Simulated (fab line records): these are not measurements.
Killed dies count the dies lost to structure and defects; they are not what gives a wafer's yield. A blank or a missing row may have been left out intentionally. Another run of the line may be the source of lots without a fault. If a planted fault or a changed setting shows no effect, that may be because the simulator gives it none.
Which tool did it? || flow nand harc || 12 lots with 36 wafers sampled at 2 steps, on a route of 1302 steps

## WHAT THE GAUGES SHOWED, per wafer
NHARC_A_M0_INSPECT_11.
{"lot": "L999", "measured": "day 23 03:44", "on": "defect inspect-01", "raw defect count": "141 145 139"}
{"lot": "L100", "measured": "day 24 10:05", "on": "defect inspect-02", "raw defect count": "29 24 23"}
{"lot": "L107", "measured": "day 27 20:29", "on": "defect inspect-02", "raw defect count": "75 77 81"}
{"lot": "L108", "measured": "day 27 21:50", "on": "defect inspect-02", "raw defect count": "12 20 19"}
{"lot": "L112", "measured": "day 29 21:32", "on": "defect inspect-02", "raw defect count": "67 54 58"}
{"lot": "L116", "measured": "day 30 09:41", "on": "defect inspect-02", "raw defect count": "158 145 128"}
{"lot": "L115", "measured": "day 30 11:47", "on": "defect inspect-02", "raw defect count": "30 32 28"}
{"lot": "L114", "measured": "day 30 16:24", "on": "defect inspect-01", "raw defect count": "86 89 112"}
{"lot": "L117", "measured": "day 31 06:43", "on": "defect inspect-01", "raw defect count": "28 43 45"}
{"lot": "L118", "measured": "day 31 10:35", "on": "defect inspect-02", "raw defect count": "135 97 110"}
{"lot": "L120", "measured": "day 32 06:07", "on": "defect inspect-01", "raw defect count": "93 94 87"}
{"lot": "L119", "measured": "day 32 07:54", "on": "defect inspect-01", "raw defect count": "67 65 65"}

## WHICH TOOL RAN EACH LOT (tool, then ch and the chambers of the sampled wafers, then the start)
{"lot": "L999", "NHARC_A_BLC_PVD_32": "pvd sputter-02, day 23 03:44 or earlier"}
{"lot": "L100", "NHARC_A_BLC_PVD_32": "pvd sputter-03, day 24 10:05 or earlier"}
{"lot": "L107", "NHARC_A_BLC_PVD_32": "pvd sputter-01, day 27 20:29 or earlier"}
{"lot": "L108", "NHARC_A_BLC_PVD_32": "pvd sputter-01, day 27 21:50 or earlier"}
{"lot": "L112", "NHARC_A_BLC_PVD_32": "pvd sputter-03, day 29 21:32 or earlier"}
{"lot": "L116", "NHARC_A_BLC_PVD_32": "pvd sputter-02, day 30 09:41 or earlier"}
{"lot": "L115", "NHARC_A_BLC_PVD_32": "pvd sputter-02, day 30 11:47 or earlier"}
{"lot": "L114", "NHARC_A_BLC_PVD_32": "pvd sputter-02, day 30 16:24 or earlier"}
{"lot": "L117", "NHARC_A_BLC_PVD_32": "pvd sputter-02, day 31 06:43 or earlier"}
{"lot": "L118", "NHARC_A_BLC_PVD_32": "pvd sputter-01, day 31 10:35 or earlier"}
{"lot": "L120", "NHARC_A_BLC_PVD_32": "pvd sputter-01, day 32 06:07 or earlier"}
{"lot": "L119", "NHARC_A_BLC_PVD_32": "pvd sputter-01, day 32 07:54 or earlier"}
- NHARC_A_BLC_PVD_32: deposits Ti, target thk 5 nm, time 17.7 s.

## AS READ BY THE TOOLS THEMSELVES (means over the sampled wafers that have a number; for cases with no such wafer, the mark the record gives instead)
NHARC_A_BLC_PVD_32.
{"lot": "L999", "tool": "pvd sputter-02", "throttle valve pct (%)": 29.0}
{"lot": "L100", "tool": "pvd sputter-03", "throttle valve pct (%)": 30.8}
{"lot": "L107", "tool": "pvd sputter-01", "throttle valve pct (%)": 29.6}
{"lot": "L108", "tool": "pvd sputter-01", "throttle valve pct (%)": 30.1}
{"lot": "L112", "tool": "pvd sputter-03", "throttle valve pct (%)": 30.1}
{"lot": "L116", "tool": "pvd sputter-02", "throttle valve pct (%)": 30.2}
{"lot": "L115", "tool": "pvd sputter-02", "throttle valve pct (%)": 29.4}
{"lot": "L114", "tool": "pvd sputter-02", "throttle valve pct (%)": 30.0}
{"lot": "L117", "tool": "pvd sputter-02", "throttle valve pct (%)": 30.8}
{"lot": "L118", "tool": "pvd sputter-01", "throttle valve pct (%)": 29.9}
{"lot": "L120", "tool": "pvd sputter-01", "throttle valve pct (%)": 29.6}
{"lot": "L119", "tool": "pvd sputter-01", "throttle valve pct (%)": 30.2}

## THE ANSWER, worked out from the rows above alone
Rule: the lots themselves supply what counts as usual. The widest of any qualifying gaps counts: lots, ordered by their means at a reading, are off when they make up no more than a third of the lots, leave a main group of 4 or more, and stand apart from it by 3 or more times the standard deviation of that group's means. The tables above print the reading to a certain number of digits; a main group whose means all agree to those digits is not used. Also off: a lot with no number at a reading for which 4 or more lots have one. Where the step has rows for the other lots, those lots are counted as sound. The gauges are gone through in route order, then the tools' own readings, and for those a lot's mean is taken as printed above. At the first step where some lot is off, the reading lying furthest off is the one used; lots without a number count as furthest.
Nothing can be told from this: no lot is off at any reading shown.

## WHAT HAD BEEN PUT IN BY THE SIMULATOR
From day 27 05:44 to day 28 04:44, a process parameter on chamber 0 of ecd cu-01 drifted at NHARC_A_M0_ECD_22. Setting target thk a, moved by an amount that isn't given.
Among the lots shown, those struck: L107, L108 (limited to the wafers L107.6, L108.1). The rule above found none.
